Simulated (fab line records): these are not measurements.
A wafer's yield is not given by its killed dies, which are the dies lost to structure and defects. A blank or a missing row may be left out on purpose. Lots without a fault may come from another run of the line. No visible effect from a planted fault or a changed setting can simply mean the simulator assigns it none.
Lot-split experiment	flow n5-finfet	39 wafers read across 7 lots, on a route 1938 steps long

## ON THE SPLIT
At N5_WELL_APT_IMPLANT_31, the setting energy-kev was moved away from the recipe's 60 on 18 of the 39 wafers read, by -11.4% to +11.5%. The other wafers ran this setting at the recipe's value.

The reading is taken at the split's own step.

## THE READING
In nm, at N5_WELL_APT_IMPLANT_31: implant.drp-nm, which is the simulator's own figure and was read by no gauge. The file does not state a usual value for it.

wafer	tool, chamber at the split	energy-kev as run	against the recipe	implant.drp-nm, nm	against lot-mates on the recipe
L077.1	implanter-02, 0	60	recipe	64.53	-
L077.2	implanter-02, 0	60	recipe	64.53	-
L077.5	implanter-02, 0	60	recipe	64.53	-
L077.3	implanter-02, 0	56.01	-6.7%	62.2	-2.33
L077.4	implanter-02, 0	56.01	-6.7%	62.2	-2.33
L077.6	implanter-02, 0	56.01	-6.7%	62.2	-2.33
L081.1	implanter-01, 0	66.9	+11.5%	68.26	+3.73
L081.2	implanter-01, 0	66.9	+11.5%	68.26	+3.73
L081.4	implanter-01, 0	66.9	+11.5%	68.26	+3.73
L081.3	implanter-01, 0	60	recipe	64.53	-
L081.5	implanter-01, 0	60	recipe	64.53	-
L081.6	implanter-01, 0	60	recipe	64.53	-
L082.1	implanter-01, 0	60	recipe	64.53	-
L082.5	implanter-01, 0	60	recipe	64.53	-
L082.6	implanter-01, 0	60	recipe	64.53	-
L082.2	implanter-01, 0	65.22	+8.7%	67.38	+2.85
L082.3	implanter-01, 0	65.22	+8.7%	67.38	+2.85
L082.4	implanter-01, 0	65.22	+8.7%	67.38	+2.85
L089.1	implanter-02, 0	60	recipe	64.53	-
L089.2	implanter-02, 0	60	recipe	64.53	-
L089.5	implanter-02, 0	60	recipe	64.53	-
L089.3	implanter-02, 0	66.55	+10.9%	68.08	+3.55
L089.4	implanter-02, 0	66.55	+10.9%	68.08	+3.55
L089.6	implanter-02, 0	66.55	+10.9%	68.08	+3.55
L090.1	implanter-01, 0	60	recipe	64.53	-
L090.2	implanter-01, 0	60	recipe	64.53	-
L090.4	implanter-01, 0	60	recipe	64.53	-
L090.3	implanter-01, 0	65.39	+9.0%	67.47	+2.94
L090.5	implanter-01, 0	65.39	+9.0%	67.47	+2.94
L090.6	implanter-01, 0	65.39	+9.0%	67.47	+2.94
L092.1	implanter-01, 0	60	recipe	64.53	-
L092.2	implanter-01, 0	60	recipe	64.53	-
L092.3	implanter-01, 0	60	recipe	64.53	-
L092.4	implanter-01, 0	53.18	-11.4%	60.46	-4.07
L092.5	implanter-01, 0	53.18	-11.4%	60.46	-4.07
L092.6	implanter-01, 0	53.18	-11.4%	60.46	-4.07
L095.1	implanter-02, 0	60	recipe	64.53	-
L095.4	implanter-02, 0	60	recipe	64.53	-
L095.5	implanter-02, 0	60	recipe	64.53	-

FIT RESULTS
A straight line over all 39 wafers: implant.drp-nm changes by +0.337 nm for each +1% of energy-kev; r = +1.00; the points scatter about the line by 0.076 nm.
The same after taking each lot's own level away (the mean of its wafers on the recipe; 39 wafers): +0.337 nm for each +1%; r = +1.00; scatter 0.076 nm.
That fit puts the effect of the largest move of energy-kev on the reading at 3.9 nm.
The lots' own levels span 64.530 to 64.530 nm.
The two slopes agree, so the slope changes little with the lot-to-lot level.
Check: +3.82 nm against its lot-mates is what the line predicts for one of the wafers moved furthest among these (+11.5%) when that wafer is left out of the fit. It came out at +3.73 nm against them.

## THE WHOLE CHAIN: every reading that the file lists as answering this split, in the file's order
step	what it does	reading	change (the file's fit)	r (the file's)
N5_WELL_APT_IMPLANT_31		implant.rp-nm (the simulator's own value, which no gauge read)	+2.51 nm for each +1% of the setting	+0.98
N5_WELL_APT_IMPLANT_31		implant.drp-nm (the simulator's own value, which no gauge read)	+0.335 nm for each +1% of the setting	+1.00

## THE FILE'S OWN FIT
implant.drp-nm changes by +0.335 nm for each +1% of energy-kev, r = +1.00.
